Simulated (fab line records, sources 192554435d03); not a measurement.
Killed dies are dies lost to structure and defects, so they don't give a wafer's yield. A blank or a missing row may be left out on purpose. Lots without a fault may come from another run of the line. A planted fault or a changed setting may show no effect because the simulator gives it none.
fab line records | flow n5_finfet
record lots=7 wafers=21
route steps=1938 shown BEOL_M11@1565 BEOL_M12@1639 BEOL_M15@1773
start_h: hours from the record's first day to the start of the lot's first wafer shown | wait_h: hours since the lot's step before | " the same as in the row above | L1.1+2: a row that stands for several wafers | - no value, or no start given | * or withheld: withheld | < > ~ a bound
route shown NAME@n: a module of which the file shows steps, and the number in the route of the first | usual: mean/standard deviation of fault-free wafers | same: alike in all rows | chamber/n: place in a boat | sites: the reading at each site | _std_site: their standard deviation | _edge_site: outer sites' mean less inner sites' | radius_mm: how far each site lies from the wafer's centre | mask NAME#n: copy n | behind: the tool/chamber that last shaped the wafer | hold: why the lot was held/for how many hours/how that ended | device: the transistor (n, p or np) that didn't switch | end of line: the same wafers' tests at the end of the route | a step without rows: its recipe alone | killed: dies lost to structure and defects at the first sort, not the wafer's yield | map: a wafer's dies, x killed, . not, _ none there
set.NAME: the setting as run; set.NAME@STEP: as run at that earlier step | model.NAME: the simulator's own value behind a step, which no gauge read
lots whose settings were changed on purpose; a table a step, a row a wafer
## steps
# step N5_BEOL_M11_EXPOSE_25
# recipe mask_id=V10 na=1.35 source_shape=annular sigma_inner=0.5 sigma_outer=0.8 polarization=unpolarized dose_mj=85.5
# columns lot.wafer tool chamber start_h wait_h mask set.dose_mj
L074.2+4+6 arfi_scanner-01 0 249.64 - V10#0 85.5
L075.3+5 arfi_scanner-03 0 275.75 - V10#0 85.5
L075.6 " 0 " " V10#0 83.47
L080.1+2+4 arfi_scanner-01 0 317.55 - V10#0 85.5
L084.3+4+5 arfi_scanner-01 0 380.50 - V10#0 85.5
L088.2+4 arfi_scanner-02 0 420.21 - V10#0 88.71
L088.6 " 0 " " V10#0 85.5
L091.3+5+6 arfi_scanner-03 0 439.36 - V10#0 85.5
L082.1+6 arfi_scanner-03 0 468.58 - V10#0 85.5
L082.3 " 0 " " V10#0 83.25
# step N5_BEOL_M11_PEB_26
# recipe peb_temp_c=withheld peb_time_s=60 resist=CAR-ArF
# step N5_BEOL_M11_DEVELOP_27
# recipe develop_time_s=30 developer=TMAH resist=CAR-ArF rinse_liquid=diw dry=air_spin dev_temp_c=23
# step N5_BEOL_M11_CD_MEAS_28
# recipe target_cd_nm=70 landing_energy_ev=500 detector=se_inlens polarity=opening
# usual cd_nm=69.8/0.8
# columns lot.wafer tool chamber start_h wait_h set.dose_mj@BEOL_M11_EXPOSE_25 cd_nm
L074.2 cd_sem-02 0 249.77 - 85.5 69.5
L074.4 " 0 " " 85.5 69.7
L074.6 " 0 " " 85.5 70.2
L075.3 cd_sem-01 0 275.87 - 85.5 69.9
L075.5 " 0 " " 85.5 69.9
L075.6 " 0 " " 83.47 67.4
L080.1 cd_sem-01 0 317.68 - 85.5 69.3
L080.2 " 0 " " 85.5 69.3
L080.4 " 0 " " 85.5 69.4
L084.3 cd_sem-02 0 380.62 - 85.5 68.3
L084.4 " 0 " " 85.5 69.7
L084.5 " 0 " " 85.5 69.3
L088.2 cd_sem-03 0 420.33 - 88.71 72.2
L088.4 " 0 " " 88.71 72.4
L088.6 " 0 " " 85.5 69.7
L091.3 cd_sem-02 0 439.48 - 85.5 69.9
L091.5 " 0 " " 85.5 69.3
L091.6 " 0 " " 85.5 70.6
L082.1 cd_sem-03 0 468.72 - 85.5 68.9
L082.3 " 0 " " 83.25 66.3
L082.6 " 0 " " 85.5 67.6
# step N5_BEOL_M11_ETCH_66
# recipe chemistry=N2/H2 target=SOC target_depth_a=1200 overetch_a=240 mask_material=SiARC temp_c=40 time_s=180 ion_energy_ev=200 pressure_mtorr=30 source_w=840 bias_w=150 n2_flow_sccm=200 h2_flow_sccm=200
# columns lot.wafer tool chamber start_h wait_h set.time_s model.SiARC_of_BEOL_M11_COAT_64.thk_nm
L074.2+4 rie_diel-03 1,3 249.94 0.0 180 22.8
L074.6 " 3 " " 151.2 23.8
L075.3 rie_diel-06 0 276.04 0.0 140.8 24.4
L075.5 " 2 " " 140.8 24.2
L075.6 " 0 " " 180 22.8
L080.1 rie_diel-03 0 317.88 0.0 180 22.6
L080.2 " 2 " " 154.9 23.6
L080.4 " 2 " " 154.9 23.8
L084.3+5 rie_diel-03 3,1 380.80 0.0 180 22.6
L084.4 " 0 " " 180 22.4
L088.2 rie_diel-03 3 420.75 0.0 180 22.8
L088.4+6 " 0 " " 180 22.6
L091.3 rie_diel-03 3 439.65 0.0 180 23
L091.5 " 0 " " 180 22.6
L091.6 " 3 " " 180 22.8
L082.1 rie_diel-03 2 469.21 0.0 198.6 22
L082.3 " 0 " " 180 22.6
L082.6 " 0 " " 198.6 21.8
# step N5_BEOL_M12_TRENCH_ETCH_34
# recipe chemistry=C4F8/O2/Ar target=SiOC target_depth_a=3189.5 mask_material=SOC pressure_mtorr=30 source_w=3000 bias_w=700 Ar_flow_sccm=400 C4F8_flow_sccm=15 O2_flow_sccm=8 he_inner_torr=15 he_outer_torr=30 time_s=125.5 ion_energy_ev=250
# columns lot.wafer tool chamber start_h wait_h set.time_s model.etch.depth_nm
L074.2 rie_diel-05 3 254.54 0.0 125.5 314.6
L074.4 " 0 " " 125.5 320.3
L074.6 " 1 " " 125.5 319.4
L075.3 rie_diel-04 1 281.19 0.0 125.5 318.9
L075.5 " 1 " " 125.5 322.1
L075.6 " 0 " " 125.5 328
L080.1 rie_diel-05 3 324.34 0.0 125.5 310.3
L080.2 " 0 " " 125.5 313.4
L080.4 " 2 " " 125.5 316.8
L084.3 rie_diel-05 2 385.49 0.0 125.5 320.6
L084.4 " 3 " " 125.5 314.2
L084.5 " 2 " " 125.5 318.4
L088.2 rie_diel-04 1 427.25 0.0 125.5 316
L088.4 " 3 " " 111.7 287.6
L088.6 " 2 " " 111.7 285
L091.3 rie_diel-04 0 444.83 0.0 139.5 357.4
L091.5 " 0 " " 139.5 359.8
L091.6 " 1 " " 139.5 349.1
L082.1 rie_diel-02 2 475.00 0.0 102 255.4
L082.3 " 1 " " 125.5 316.2
L082.6 " 1 " " 125.5 318.7
# step N5_BEOL_M12_STRIP_70
# recipe chemistry=C4F8/O2/Ar resist=SiARC rf_frequency_hz=6e+07
# step N5_BEOL_M12_OCD_MEAS_35
# usual trench_depth_nm=318/4.6
# columns lot.wafer tool chamber start_h wait_h set.time_s@BEOL_M12_TRENCH_ETCH_34 trench_depth_nm
L074.2 ocd-01 - 254.69 0.0 125.5 315
L074.4 " - " " 125.5 320
L074.6 " - " " 125.5 319
L075.3 ocd-01 - 281.35 0.0 125.5 319
L075.5 " - " " 125.5 323
L075.6 " - " " 125.5 328
L080.1 ocd-02 - 324.49 0.0 125.5 310
L080.2 " - " " 125.5 313
L080.4 " - " " 125.5 317
L084.3 ocd-02 - 385.65 0.0 125.5 321
L084.4 " - " " 125.5 314
L084.5 " - " " 125.5 318
L088.2 ocd-02 - 427.41 0.0 125.5 316
L088.4 " - " " 111.7 288
L088.6 " - " " 111.7 285
L091.3 ocd-02 - 444.99 0.0 139.5 358
L091.5 " - " " 139.5 360
L091.6 " - " " 139.5 349
L082.1 ocd-01 - 475.15 0.0 102 256
L082.3 " - " " 125.5 316
L082.6 " - " " 125.5 319
# step N5_BEOL_M12_SPUTTER_43
# recipe material=TaN target_thk_a=150 temp_c=50 bias_v=168.6 power_w=15000 chamber_pressure_pa=0.12 time_s=24.19
# columns lot.wafer tool chamber start_h wait_h set.power_w model.TaN_of_BEOL_M12_SPUTTER_43.thk_nm
L074.2+6 pvd_sputter-02 - 256.20 0.0 14220 14
L074.4 " - " " 15000 14.8
L075.3 pvd_sputter-02 - 282.48 0.0 15000 15.4
L075.5+6 " - " " 13540 13.8
L080.1 pvd_sputter-02 - 326.85 0.0 15000 15
L080.2+4 " - " " 15000 14.8
L084.3+4+5 pvd_sputter-02 - 387.95 0.0 15000 15
L088.2+6 pvd_sputter-03 - 428.93 0.0 15000 15.2
L088.4 " - " " 15000 15
L091.3 pvd_sputter-03 - 445.64 0.0 13350 13.2
L091.5+6 " - " " 15000 14.8
L082.1 pvd_sputter-03 - 480.84 0.0 15000 15
L082.3+6 " - " " 15000 15.2
# step N5_BEOL_M12_SPUTTER_44
# recipe material=Ta target_thk_a=100 temp_c=50 bias_v=80 power_w=15000 chamber_pressure_pa=0.07 time_s=16.13
# step N5_BEOL_M12_SPUTTER_45
# recipe material=Cu target_thk_a=800 temp_c=-20 bias_v=60 power_w=26000 chamber_pressure_pa=0.13 time_s=13.33
# step N5_BEOL_M12_ECD_47
# recipe material=Cu target_thk_a=7200
# step N5_BEOL_M12_ANNEAL_48
# recipe temp_c=225 time_s=90 ambient=N2
# step N5_BEOL_M12_CMP_49
# recipe stop_on=SiOC t_overpolish_s=20.6 down_force_psi=1 platen_rpm=50 clearing_platen_down_force_psi=1.5 clearing_platen_rpm=50 post_cmp_clean=cu_alkaline target_thk_nm=320 clearing_platen_pad_velocity_m_s=0.99484 pad_velocity_m_s=0.99484
# columns lot.wafer tool chamber start_h wait_h set.time_s@BEOL_M12_TRENCH_ETCH_34 model.Cu_of_BEOL_M12_ECD_47.thk_nm
L074.4 cmp-04 3 256.97 0.2 125.5 321.2
L074.2 " 1 " " 125.5 315.2
L074.6 " 2 " " 125.5 320.4
L075.3 cmp-04 3 283.28 0.2 125.5 320.6
L075.5 " 1 " " 125.5 324.2
L075.6 " 2 " " 125.5 330
L080.2 cmp-04 1 327.58 0.2 125.5 316.2
L080.4 " 2 " " 125.5 317.8
L080.1 " 3 " " 125.5 312.4
L084.4 cmp-03 2 388.76 0.2 125.5 313.8
L084.3 " 3 " " 125.5 321
L084.5 " 0 " " 125.5 318.8
L088.2 cmp-03 3 430.11 0.2 125.5 318.4
L088.4 " 2 " " 111.7 289.8
L088.6 " 0 " " 111.7 286.4
L091.3 cmp-03 0 446.39 0.2 139.5 360.4
L091.6 " 3 " " 139.5 350.2
L091.5 " 0 " " 139.5 359.8
L082.1 cmp-04 3 481.69 0.3 102 256
L082.3 " 2 " " 125.5 317.4
L082.6 " 0 " " 125.5 319.8
# step N5_BEOL_M12_THK_MEAS_50
# recipe thk_meas_gauge=xrf reads=Cu_of_BEOL_M12_ECD_47
# usual M12_THK=314/4.6
# columns lot.wafer tool chamber start_h wait_h set.time_s@BEOL_M12_TRENCH_ETCH_34 M12_THK[nm]
L074.2 film_metro-02 - 257.23 - 125.5 308
L074.4 " - " " 125.5 314
L074.6 " - " " 125.5 313
L075.3 film_metro-02 - 283.50 - 125.5 313
L075.5 " - " " 125.5 316
L075.6 " - " " 125.5 321
L080.1 film_metro-01 - 327.88 - 125.5 307
L080.2 " - " " 125.5 309
L080.4 " - " " 125.5 311
L084.3 film_metro-02 - 388.98 - 125.5 316
L084.4 " - " " 125.5 308
L084.5 " - " " 125.5 314
L088.2 film_metro-01 - 430.41 - 125.5 311
L088.4 " - " " 111.7 282
L088.6 " - " " 111.7 281
L091.3 film_metro-02 - 446.65 - 139.5 355
L091.5 " - " " 139.5 355
L091.6 " - " " 139.5 345
L082.1 film_metro-02 - 481.98 - 102 252
L082.3 " - " " 125.5 314
L082.6 " - " " 125.5 315
# step N5_BEOL_M12_PRE_CLEAN_52
# recipe gas=NH3 time_s=15 temp_c=withheld rf_power_w=300
# step N5_BEOL_M12_DEP_53
# recipe material=SiCN target_thk_a=300 temp_c=withheld precursor=3MS/NH3 pressure_torr=3 rf_w=675 time_s=10.5
# step N5_BEOL_M12_RS_MEAS_54
# recipe thk_meas_gauge=four-point-probe reads=Cu_of_BEOL_M12_ECD_47+Ta_of_BEOL_M12_SPUTTER_44+TaN_of_BEOL_M12_SPUTTER_43
# usual M12_RS=0.0602/0.00091
# columns lot.wafer tool chamber start_h wait_h set.time_s@BEOL_M12_TRENCH_ETCH_34 M12_RS[ohm/sq]
L074.2 film_metro-02 - 257.35 0.0 125.5 0.0611
L074.4 " - " " 125.5 0.0598
L074.6 " - " " 125.5 0.0601
L075.3 film_metro-01 - 283.65 0.0 125.5 0.0600
L075.5 " - " " 125.5 0.0592
L075.6 " - " " 125.5 0.0584
L080.1 film_metro-02 - 328.00 0.0 125.5 0.0614
L080.2 " - " " 125.5 0.0607
L080.4 " - " " 125.5 0.0604
L084.3 film_metro-01 - 389.11 0.0 125.5 0.0598
L084.4 " - " " 125.5 0.0613
L084.5 " - " " 125.5 0.0603
L088.2 film_metro-01 - 430.53 0.0 125.5 0.0604
L088.4 " - " " 111.7 0.0667
L088.6 " - " " 111.7 0.0677
L091.3 film_metro-02 - 446.78 0.0 139.5 0.0530
L091.5 " - " " 139.5 0.0532
L091.6 " - " " 139.5 0.0545
L082.1 film_metro-01 - 482.11 0.0 102 0.0759
L082.3 " - " " 125.5 0.0607
L082.6 " - " " 125.5 0.0600
# step N5_BEOL_M15_ILD_DEP_00
# recipe material=SiO2 target_thk_a=16293 temp_c=400 precursor=TEOS/O2 pressure_torr=6.5 rf_w=900 teos_flow_sccm=161.4 gas=O2 flow_sccm=2650 time_s=346.1
# columns lot.wafer tool chamber start_h wait_h set.time_s model.SiO2_of_BEOL_M15_ILD_DEP_00.thk_nm
L074.2 pecvd-02 2 273.18 0.0 346.1 1600
L074.4 " 0 " " 346.1 1659
L074.6 " 1 " " 325.3 1533
L075.3 pecvd-01 0 293.47 0.0 299.8 1411
L075.5 " 0 " " 346.1 1650
L075.6 " 2 " " 299.8 1421
L080.1 pecvd-01 1 337.55 0.0 346.1 1626
L080.2 " 2 " " 346.1 1601
L080.4 " 2 " " 346.1 1637
L084.3 pecvd-01 0 400.90 0.0 346.1 1632
L084.4 " 1 " " 346.1 1647
L084.5 " 2 " " 346.1 1629
L088.2 pecvd-04 0 442.89 0.0 346.1 1620
L088.4 " 2 " " 346.1 1638
L088.6 " 1 " " 346.1 1644
L091.3 pecvd-01 1 465.76 0.0 346.1 1624
L091.5 " 0 " " 346.1 1649
L091.6 " 1 " " 346.1 1648
L082.1 pecvd-04 2 494.15 0.0 346.1 1597
L082.3 " 1 " " 313.7 1461
L082.6 " 2 " " 346.1 1610
# step N5_BEOL_M15_THK_MEAS_01
# recipe reads=SiO2_of_BEOL_M15_ILD_DEP_00
# usual M15_ILD_THK=1626/20
# columns lot.wafer tool chamber start_h wait_h set.time_s@BEOL_M15_ILD_DEP_00 M15_ILD_THK[nm]
L074.2 film_metro-01 - 273.43 0.1 346.1 1600
L074.4 " - " " 346.1 1659
L074.6 " - " " 325.3 1534
L075.3 film_metro-01 - 293.72 0.1 299.8 1411
L075.5 " - " " 346.1 1650
L075.6 " - " " 299.8 1422
L080.1 film_metro-02 - 338.08 0.4 346.1 1625
L080.2 " - " " 346.1 1601
L080.4 " - " " 346.1 1637
L084.3 film_metro-02 - 401.15 0.1 346.1 1633
L084.4 " - " " 346.1 1647
L084.5 " - " " 346.1 1628
L088.2 film_metro-02 - 443.14 0.1 346.1 1620
L088.4 " - " " 346.1 1638
L088.6 " - " " 346.1 1645
L091.3 film_metro-02 - 466.01 0.1 346.1 1625
L091.5 " - " " 346.1 1651
L091.6 " - " " 346.1 1648
L082.1 film_metro-01 - 494.40 0.1 346.1 1594
L082.3 " - " " 313.7 1462
L082.6 " - " " 346.1 1610
# step N5_BEOL_M15_EXPOSE_07
# recipe mask_id=V14 na=0.8 source_shape=annular sigma_inner=0.5 sigma_outer=0.8 polarization=unpolarized attpsm_phase_deg=180 dose_mj=41.25
# columns lot.wafer tool chamber start_h wait_h mask set.dose_mj
L074.2+4 krf_scanner-02 0 273.57 - V14#0 41.25
L074.6 " 0 " " V14#0 39.96
L075.3+5 krf_scanner-02 0 293.99 - V14#0 41.25
L075.6 " 0 " " V14#0 43.45
L080.1 krf_scanner-02 0 338.21 - V14#0 41.25
L080.2+4 " 0 " " V14#0 42.59
L084.3+4+5 krf_scanner-01 0 401.29 - V14#0 41.25
L088.2+4 krf_scanner-02 0 443.40 - V14#0 43.68
L088.6 " 0 " " V14#0 41.25
L091.3+6 krf_scanner-01 0 466.15 - V14#0 39.57
L091.5 " 0 " " V14#0 41.25
L082.1+6 krf_scanner-01 0 494.53 - V14#0 41.25
L082.3 " 0 " " V14#0 43.59
# step N5_BEOL_M15_PEB_08
# recipe peb_temp_c=130 peb_time_s=90
# step N5_BEOL_M15_DEVELOP_09
# recipe develop_time_s=45 rinse_liquid=diw dry=air_spin dev_temp_c=21
# step N5_BEOL_M15_HARDBAKE_14
# recipe temp_c=130 time_s=120
# step N5_BEOL_M15_CD_MEAS_10
# recipe target_cd_nm=360 landing_energy_ev=500 detector=se_inlens polarity=opening
# usual cd_nm=360.2/1
# columns lot.wafer tool chamber start_h wait_h set.dose_mj@BEOL_M15_EXPOSE_07 cd_nm
L074.2 cd_sem-02 0 273.74 - 41.25 362.2
L074.4 " 0 " " 41.25 363.0
L074.6 " 0 " " 39.96 357.5
L075.3 cd_sem-03 0 294.15 - 41.25 359.2
L075.5 " 0 " " 41.25 361.2
L075.6 " 0 " " 43.45 368.7
L080.1 cd_sem-02 0 338.38 - 41.25 359.7
L080.2 " 0 " " 42.59 365.1
L080.4 " 0 " " 42.59 363.7
L084.3 cd_sem-01 0 401.45 - 41.25 359.8
L084.4 " 0 " " 41.25 361.1
L084.5 " 0 " " 41.25 359.5
L088.2 cd_sem-02 0 443.56 - 43.68 369.4
L088.4 " 0 " " 43.68 369.2
L088.6 " 0 " " 41.25 360.4
L091.3 cd_sem-02 0 466.32 - 39.57 352.3
L091.5 " 0 " " 41.25 359.6
L091.6 " 0 " " 39.57 353.8
L082.1 cd_sem-02 0 494.70 - 41.25 359.2
L082.3 " 0 " " 43.59 368.6
L082.6 " 0 " " 41.25 360.2
# step N5_BEOL_M15_DESCUM_15
# recipe chemistry=O2 time_s=7.9 source_power_w=50 bias_power_w=20 pressure_mtorr=20 rf_frequency_hz=2.712e+07 temp_c=40 o2_flow_sccm=225
# step N5_BEOL_M15_ETCH_59
# recipe chemistry=N2/H2 target=BARC target_depth_a=890 overetch_a=267 time_s=67.9 ion_energy_ev=200 pressure_mtorr=30 source_w=840 bias_w=150 n2_flow_sccm=200 h2_flow_sccm=200
# step N5_BEOL_M15_VIA_ETCH_16
# recipe chemistry=C4F8/O2/Ar target=SiO2 he_inner_torr=15 he_outer_torr=30 target_depth_a=17922 time_s=withheld ion_energy_ev=800 pressure_mtorr=20 source_w=1905 bias_w=2040 Ar_flow_sccm=400 C4F8_flow_sccm=16 O2_flow_sccm=12 ends=cleared
# columns lot.wafer tool chamber start_h wait_h set.time_s@BEOL_M15_ILD_DEP_00 model.etch.depth_nm model.coat_of_BEOL_M15_COAT_04.thk_nm
L074.2 rie_diel-01 2 273.91 0.0 * 1600 344.4
L074.4 " 3 " " * 1659 323.2
L074.6 " 0 " " * 1533 357.2
L075.3 rie_diel-01 0 294.33 0.0 * 1411 382.6
L075.5 " 0 " " * 1650 327.6
L075.6 " 2 " " * 1421 382.8
L080.1 rie_diel-01 0 338.56 0.0 * 1626 335
L080.2 " 2 " " * 1601 342
L080.4 " 3 " " * 1637 327.8
L084.3 rie_diel-01 3 401.63 0.0 * 1632 330.6
L084.4 " 1 " " * 1647 331.4
L084.5 " 1 " " * 1629 334
L088.2 rie_diel-03 0 443.74 0.0 * 1620 332
L088.4 " 1 " " * 1638 331.2
L088.6 " 2 " " * 1644 331.4
L091.3 rie_diel-06 2 466.52 0.0 * 1624 332.6
L091.5 " 3 " " * 1649 333.6
L091.6 " 2 " " * 1648 330.2
L082.1 rie_diel-03 2 494.88 0.0 * 1597 341
L082.3 " 0 " " * 1461 367.8
L082.6 " 0 " " * 1610 336.4
# step N5_BEOL_M15_STRIP_63
# recipe chemistry=O2 power_w=600 temp_c=60 pressure_mtorr=30 rf_frequency_hz=6e+07 bias_power_w=0 overash_fraction=0.3 o2_flow_sccm=225
# step N5_BEOL_M15_STRIP_64
# recipe chemistry=O2 power_w=600 temp_c=60 pressure_mtorr=30 rf_frequency_hz=6e+07 bias_power_w=0 overash_fraction=0.3 o2_flow_sccm=225
# step N5_BEOL_M15_STRIP_65
# recipe chemistry=post_etch_residue_remover time_s=60 temp_c=25 remover_ph=withheld remover_water_wt_pct=withheld remover_fluoride_wt_pct=withheld
# step N5_BEOL_M15_SRD_66
# recipe time_s=30 temp_c=23 rinse_liquid=diw dry=n2_spin spin_rpm=1500 dry_time_s=30
# step N5_BEOL_M15_CD_MEAS_17
# recipe target_cd_nm=360 polarity=opening
# usual cd_nm=361.5/1.2
# columns lot.wafer tool chamber start_h wait_h set.dose_mj@BEOL_M15_EXPOSE_07 cd_nm
L074.2 cd_sem-03 - 274.32 0.0 41.25 362.4
L074.4 " - " " 41.25 365.3
L074.6 " - " " 39.96 356.5
L075.3 cd_sem-03 - 294.74 0.0 41.25 358.7
L075.5 " - " " 41.25 363.5
L075.6 " - " " 43.45 369.5
L080.1 cd_sem-01 - 338.97 0.0 41.25 361.1
L080.2 " - " " 42.59 366.1
L080.4 " - " " 42.59 365.6
L084.3 cd_sem-02 - 402.04 0.0 41.25 361.3
L084.4 " - " " 41.25 362.7
L084.5 " - " " 41.25 360.9
L088.2 cd_sem-02 - 444.19 0.0 43.68 370.6
L088.4 " - " " 43.68 371.4
L088.6 " - " " 41.25 362.8
L091.3 cd_sem-03 - 466.93 0.0 39.57 352.9
L091.5 " - " " 41.25 361.3
L091.6 " - " " 39.57 355.4
L082.1 cd_sem-01 - 495.29 0.0 41.25 359.3
L082.3 " - " " 43.59 366.9
L082.6 " - " " 41.25 361.7
## key
split step=N5_BEOL_M11_EXPOSE_25 setting=dose_mj stated=85.5 by=wafer
response step=N5_BEOL_M11_CD_MEAS_28 reading=cd_nm change=+0.771 per=1% r=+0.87
split step=N5_BEOL_M11_ETCH_66 setting=time_s stated=180 by=wafer
response step=N5_BEOL_M11_ETCH_66 reading=model.SiARC_of_BEOL_M11_COAT_64.thk_nm change=-0.0691 per=1% r=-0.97
split step=N5_BEOL_M12_TRENCH_ETCH_34 setting=time_s stated=125.5 by=wafer
response step=N5_BEOL_M12_TRENCH_ETCH_34 reading=model.etch.depth_nm change=+3.16 per=1% r=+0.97
response step=N5_BEOL_M12_OCD_MEAS_35 reading=trench_depth_nm change=+3.14 per=1% r=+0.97
response step=N5_BEOL_M12_CMP_49 reading=model.Cu_of_BEOL_M12_ECD_47.thk_nm change=+3.19 per=1% r=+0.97
response step=N5_BEOL_M12_THK_MEAS_50 reading=M12_THK change=+3.15 per=1% r=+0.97
response step=N5_BEOL_M12_RS_MEAS_54 reading=M12_RS change=-0.000774 per=1% r=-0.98
split step=N5_BEOL_M12_SPUTTER_43 setting=power_w stated=15000 by=wafer
response step=N5_BEOL_M12_SPUTTER_43 reading=model.TaN_of_BEOL_M12_SPUTTER_43.thk_nm change=+0.154 per=1% r=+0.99
split step=N5_BEOL_M15_ILD_DEP_00 setting=time_s stated=346.1 by=wafer
response step=N5_BEOL_M15_ILD_DEP_00 reading=model.SiO2_of_BEOL_M15_ILD_DEP_00.thk_nm change=+16.6 per=1% r=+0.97
response step=N5_BEOL_M15_THK_MEAS_01 reading=M15_ILD_THK change=+16.5 per=1% r=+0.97
response step=N5_BEOL_M15_VIA_ETCH_16 reading=model.etch.depth_nm change=+16.6 per=1% r=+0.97
response step=N5_BEOL_M15_VIA_ETCH_16 reading=model.coat_of_BEOL_M15_COAT_04.thk_nm change=-3.8 per=1% r=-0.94
split step=N5_BEOL_M15_EXPOSE_07 setting=dose_mj stated=41.25 by=wafer
response step=N5_BEOL_M15_CD_MEAS_10 reading=cd_nm change=+1.56 per=1% r=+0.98
response step=N5_BEOL_M15_CD_MEAS_17 reading=cd_nm change=+1.49 per=1% r=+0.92
